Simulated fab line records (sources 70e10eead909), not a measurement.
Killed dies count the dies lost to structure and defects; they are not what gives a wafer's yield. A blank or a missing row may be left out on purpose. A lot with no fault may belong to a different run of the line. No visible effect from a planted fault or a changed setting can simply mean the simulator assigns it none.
A struck lot beside a sound one :: flow nand harc :: 15 steps out of a route of 1159
Sound: the wafers L422.2, L422.3, L422.4. Struck: wafers L423.1, L423.5, L423.6. Last of all comes the cause.
For every step that has rows: the tool of each side, followed by ch and its chambers, followed by its first start. Under that, the readings that differ: sound wafers :: struck wafers :: difference of the means :: sigmas: that difference in standard deviations of wafers without a fault.
alike: readings whose means differ by less than 2 such deviations, and words and numbers that are the same on both sides. not compared: withheld readings, readings that some wafer has no value for, bounds like >300 that may hide the same value, and numbers for which the record gives no deviation and whose values overlap.
A row with sigmas, a row that says differs or no value, or rows on one side alone: a step with any of these is where the two part. When numbers do not overlap yet have no deviation, they are printed without sigmas and do not part them. A reading that every wafer of one side lacks parts them only if that side has two wafers or more.

NHARC_THIN_TSV_GRIND_00:
  sound on grinder-01 ch 0, day 20 06:08; struck on grinder-01 ch 0, day 20 13:37
  alike: motor current A
NHARC_THIN_TSV_CMP_01: polishes.
  sound on cmp-02 ch 0,1,2, day 20 07:10; struck on cmp-03 ch 0,1,3, day 20 14:55
  alike: motor current A
NHARC_THIN_TSV_THK_MEAS_02: measures by ir.
  sound on film metro-02, day 20 07:25; struck on film metro-01, day 20 15:07
  alike: thk nm
then, 3 steps without rows for these wafers: NHARC_THIN_TSV_SRD_03; NHARC_THIN_TSV_PRECLEAN_41 (cleans in SC1); NHARC_THIN_TSV_SRD_42.
NHARC_THIN_TSV_DEP_43: deposits SiO2, target thk 1328.5 nm.
  sound on pecvd-04 ch 0,2, day 20 07:38; struck on pecvd-04 ch 0,2, day 20 15:23
  alike: chamber pressure Torr, throttle valve pct
then, 5 steps without rows for these wafers: NHARC_THIN_TSV_DEHYDRATE_04 (time 120 s); NHARC_THIN_TSV_HMDS_05 (time 30 s); NHARC_THIN_TSV_COAT_06; NHARC_THIN_TSV_SOFTBAKE_07 (time 95 s); NHARC_THIN_TSV_EBR_08.
NHARC_THIN_TSV_EXPOSE_09: exposes mask TSV.
  sound on krf scanner-03 ch 0, day 20 08:13; struck on krf scanner-03 ch 0, day 20 15:53
reading: exposure dose mJ cm2
sound: 30.651 30.650 30.636
struck: 31.202 31.241 31.205
difference: +0.570
sigmas: +20
  alike: mask, focus offset nm
then, 1 step without rows for these wafers: NHARC_THIN_TSV_PEB_10 (peb time 85 s).
NHARC_END_SORT_01:
  the record has rows for the sound wafers here (prober-01 ch 0, day 20 23:23) and none for the struck ones

WHERE THEY PART
Last at NHARC_END_SORT_01 as far as this record goes, first at NHARC_THIN_TSV_EXPOSE_09.

WHY: what the simulator had put in
Drift in process parameters on krf scanner-03 at NHARC_THIN_TSV_EXPOSE_09, starting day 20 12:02. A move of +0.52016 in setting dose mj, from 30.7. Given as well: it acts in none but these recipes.
